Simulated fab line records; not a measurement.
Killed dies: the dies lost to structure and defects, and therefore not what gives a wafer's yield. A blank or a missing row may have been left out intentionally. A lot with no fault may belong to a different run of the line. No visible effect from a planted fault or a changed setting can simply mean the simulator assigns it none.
Chamber matching | flow nandHarc | NHARC_A_WL_FILL_CMP_12 on cmp-03 has 4 sister chambers
The step polishes, t overpolish 30 s, target thk 75 nm. 8 wafers are shown with their chamber, then 7 later ones without.

WAFERS WITH THEIR CHAMBER
wafer  | chamber | motorCurrentA (A) | timeToEndpointS (s)
L078.1 | 1       | 12.3              | 19.5
L078.6 | 0       | 13.5              | 12.2
L081.4 | 0       | 12.4              | 11.0
L082.1 | 3       | 12.5              | 15.9
L082.2 | 2       | 14.7              | 13.2
L082.4 | 1       | 12.4              | 16.3
L093.1 | 2       | 14.4              | 16.2
L093.2 | 3       | 11.9              | 19.4

WAFERS MISSING THEIR CHAMBER
wafer  | motorCurrentA (A) | timeToEndpointS (s)
L093.3 | 12.7              | 14.3
L096.2 | 11.8              | 18.3
L096.4 | 14.6              | 14.2
L096.5 | 14.1              | 12.8
L095.1 | 12.5              | 12.7
L095.2 | 14.1              | 15.9
L095.6 | 12.6              | 13.2

EACH ONE'S CHAMBER
wafer  | from the rows above          | in truth
L093.3 | can't be placed: 0 or 1 or 3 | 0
L096.2 | can't be placed: 3 or 1      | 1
L096.4 | 2                            | 2
L096.5 | can't be placed: 2 or 0      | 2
L095.1 | can't be placed: 0 or 3 or 1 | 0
L095.2 | 2                            | 2
L095.6 | can't be placed: 0 or 3 or 1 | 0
Placed correctly: 2 of 7. Unplaceable from these rows: 5, with the true chamber sitting among the candidates in 5. Wrongly placed: 0.
How it was worked out, from the rows above alone: a wafer's distance from a chamber is the root of the sum, over the readings, of the square of ((its reading less the chamber's mean) divided by the reading's scatter). The wafer belongs to the nearest chamber; if the next one is less than 2 further off, it can't be placed. For every chamber, the mean is computed from those of its wafers that are shown. The scatter is the square root of a quotient: the sum, over the shown wafers, of each reading's squared deviation from its chamber's mean, divided by wafers minus chambers.
